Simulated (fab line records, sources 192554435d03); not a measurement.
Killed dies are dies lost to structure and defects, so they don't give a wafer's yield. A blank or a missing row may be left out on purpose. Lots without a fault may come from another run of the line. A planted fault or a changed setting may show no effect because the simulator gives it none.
Split-lot experiment | flow n5_finfet | 7 lots, 21 wafers read, on a route of 1938 steps

THE SPLIT
At N5_BEOL_M1_EXPOSE_08 (exposes mask M1), the setting dose_mj was moved away from the recipe's 33 on 8 of the 21 wafers read, by -5.2% to +6.3%. The other wafers ran this setting at the recipe's value.

FROM THE SPLIT TO THE READING: what the file shows between them, 2 steps
- N5_BEOL_M1_PEB_09: peb time 60 s
- N5_BEOL_M1_DEVELOP_10: develop time 30 s

THE READING
cd_nm, in nm, at N5_BEOL_M1_CD_MEAS_11 (target cd 17.05 nm). Fault-free wafers of this fab line usually give 16.97 nm, standard deviation 0.27 nm.

wafer  | tool, chamber at the split | dose_mj as run | against the recipe | cd_nm, nm | against lot-mates on the recipe
L079.1 | euv_scanner-01, 0          | 33             | recipe             | 17.21     | -
L079.3 | euv_scanner-01, 0          | 33             | recipe             | 16.81     | -
L079.4 | euv_scanner-01, 0          | 31.45          | -4.7%              | 15.75     | -1.26
L080.2 | euv_scanner-02, 0          | 33             | recipe             | 16.61     | -
L080.4 | euv_scanner-02, 0          | 33             | recipe             | 16.95     | -
L080.5 | euv_scanner-02, 0          | 31.29          | -5.2%              | 16.21     | -0.57
L082.1 | euv_scanner-02, 0          | 33             | recipe             | 16.83     | -
L082.5 | euv_scanner-02, 0          | 34.87          | +5.7%              | 17.83     | +0.91
L082.6 | euv_scanner-02, 0          | 33             | recipe             | 17.00     | -
L083.1 | euv_scanner-02, 0          | 34.99          | +6.0%              | 18.29     | +1.04
L083.3 | euv_scanner-02, 0          | 34.99          | +6.0%              | 18.03     | +0.78
L083.5 | euv_scanner-02, 0          | 33             | recipe             | 17.25     | -
L092.2 | euv_scanner-02, 0          | 33             | recipe             | 17.02     | -
L092.4 | euv_scanner-02, 0          | 31.46          | -4.7%              | 15.83     | -1.26
L092.5 | euv_scanner-02, 0          | 33             | recipe             | 17.15     | -
L094.3 | euv_scanner-02, 0          | 35.08          | +6.3%              | 17.82     | +1.19
L094.4 | euv_scanner-02, 0          | 33             | recipe             | 16.63     | -
L094.6 | euv_scanner-02, 0          | 35.08          | +6.3%              | 18.40     | +1.77
L096.1 | euv_scanner-02, 0          | 33             | recipe             | 16.48     | -
L096.4 | euv_scanner-02, 0          | 33             | recipe             | 17.40     | -
L096.6 | euv_scanner-02, 0          | 33             | recipe             | 17.21     | -

THE FIT
A straight line over all 21 wafers: cd_nm changes by +0.193 nm for each +1% of dose_mj; r = +0.93; the points scatter about the line by 0.27 nm.
The same after taking each lot's own level away (the mean of its wafers on the recipe; 21 wafers): +0.196 nm for each +1%; r = +0.93; scatter 0.29 nm.
On that fit, the largest move of dose_mj shifts the reading by 1.2 nm.
The lots' own levels span 16.630 to 17.250 nm, that is 2.3 times the standard deviation above.
So the lot-to-lot level changes the slope little: the two slopes agree.
Check: with one of the wafers moved furthest among these (+6.3%) left out of the fit, the line predicts +1.22 nm for it against its lot-mates. It came out at +1.19 nm against them.

THE WHOLE CHAIN: every reading that the file lists as answering this split, in the file's order
step                  | what it does                                                | reading                                                               | change (the file's fit)               | r (the file's)
N5_BEOL_M1_CD_MEAS_11 | target cd 17.05 nm                                          | cd_nm                                                                 | +0.194 nm for each +1% of the setting | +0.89
N5_BEOL_M1_ETCH_74    | etches underlayer in N2/H2, target depth 6.5 nm, time 5.2 s | BEOL_M1.cd_offset_nm (the simulator's own value, which no gauge read) | +0.152 nm for each +1% of the setting | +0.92
N5_BEOL_M1_ETCH_63    | etches SiARC in CF4, target depth 15.6 nm, time 26 s        | BEOL_M1.cd_offset_nm (the simulator's own value, which no gauge read) | +0.161 nm for each +1% of the setting | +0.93

THE FILE'S OWN FIT
cd_nm changes by +0.194 nm for each +1% of dose_mj, r = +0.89.
